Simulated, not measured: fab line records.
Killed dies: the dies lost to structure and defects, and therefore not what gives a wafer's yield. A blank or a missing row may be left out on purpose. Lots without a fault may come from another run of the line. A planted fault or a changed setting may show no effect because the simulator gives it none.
Struck lot and sound lot, side by side | flow nand-harc | 13 out of 1302 route steps
Sound: the wafers L709.1, L709.2, L709.3. Struck: wafers L700.4, L700.5, L700.6. The cause is given at the end.
At each step with rows: each side's tool, then ch and its chambers, then its first start. Under that, the readings that differ: sound wafers | struck wafers | difference of the means | sigmas: that difference in standard deviations of wafers without a fault.
alike: readings with means less than 2 such deviations apart, plus words and numbers identical on both sides. not compared: withheld readings, readings lacking a value on some wafer, bounds such as >300 that could conceal the same value, and numbers that have no deviation in the record and whose values overlap.
Wherever a step has rows on one side only, a row that says differs or no value, or a row with sigmas, the two part there. Numbers that have no deviation but don't overlap get no sigmas and don't part them. Lack of a reading on every wafer of one side parts them only where that side has two or more wafers.

NHARC_A_BONDPAD_THK_MEAS_20: measures by xrf.
  struck on film-metro-01, day 27 07:16; sound on film-metro-02, day 30 18:22
  alike: thk-nm
then, 1 step without rows for these wafers: NHARC_A_BONDPAD_SRD_21 (time 30 s, dry time 20 s).
NHARC_A_BONDPAD_INSPECT_23:
  struck on defect-inspect-01, day 27 07:28; sound on defect-inspect-01, day 30 18:34
  alike: raw-defect-count
NHARC_HYBRID_BOND_ACTIVATE_00: chemistry N2, time 60 s.
  sound on rie-diel-09 ch 0,1,2, day 30 18:37; struck on rie-diel-07 ch 0,1, day 27 07:34
  reading               | sound             | struck            | difference | sigmas
  oes-product-au (a.u.) | 1.011 1.003 1.011 | 0.992 0.986 0.980 | -0.022     | -2
  alike: drypump-motor-current-A, rf-vpp-V, showerhead-plenum-p-Torr
  not compared: rf-hours-counter-h
then, 4 steps without rows for these wafers: NHARC_HYBRID_BOND_PRECLEAN_01 (cleans in DIW, time 300 s); NHARC_HYBRID_BOND_SRD_02 (time 30 s, dry time 20 s); NHARC_HYBRID_BOND_BOND_03; NHARC_HYBRID_BOND_ANNEAL_04 (time 7200 s).
NHARC_HYBRID_BOND_OVL_MEAS_05:
  struck on overlay-01, day 27 16:59; sound on overlay-01, day 31 03:52
  alike: overlay-x-nm, overlay-y-nm
NHARC_HYBRID_BOND_INSPECT_06: inspects for defects (ir void).
  struck on defect-inspect-02, day 27 17:02; sound on defect-inspect-01, day 31 03:55
  alike: raw-defect-count
NHARC_THIN_TSV_GRIND_00:
  sound on grinder-01 ch 0, day 31 04:04; struck on grinder-01 ch 0, day 27 17:47
  alike: motor-current-A
NHARC_THIN_TSV_CMP_01: polishes.
  sound on cmp-03 ch 0,1,3, day 31 05:17; struck on cmp-01 ch 2,3, day 27 18:24
  alike: motor-current-A
NHARC_END_SORT_01:
  sound on prober-01 ch 0, day 31 21:39; struck on prober-01 ch 0, day 28 19:20
  reading                  | sound          | struck                                                               | difference                   | sigmas
  hold                     | - - -          | await-dispo/2.6h/scrap await-dispo/2.6h/scrap await-dispo/2.6h/scrap | no value on the sound wafers |
  defect-limited-yield (%) | 90.3 90.4 90.8 | 0 0 0                                                                | -90                          | -31
  killed-at-other          | 0 0 1          | 622 616 600                                                          | +612                         | +99 or more
  killed-dies              | 66 65 62       | 677 677 677                                                          | +613                         | +31
  alike: killed-at-array, killed-at-periphery, killed-open, killed-short

== WHERE THEY PART ==
At NHARC_HYBRID_BOND_ACTIVATE_00 first; at NHARC_END_SORT_01 last (within this record only).

WHY: whatever the simulator had introduced
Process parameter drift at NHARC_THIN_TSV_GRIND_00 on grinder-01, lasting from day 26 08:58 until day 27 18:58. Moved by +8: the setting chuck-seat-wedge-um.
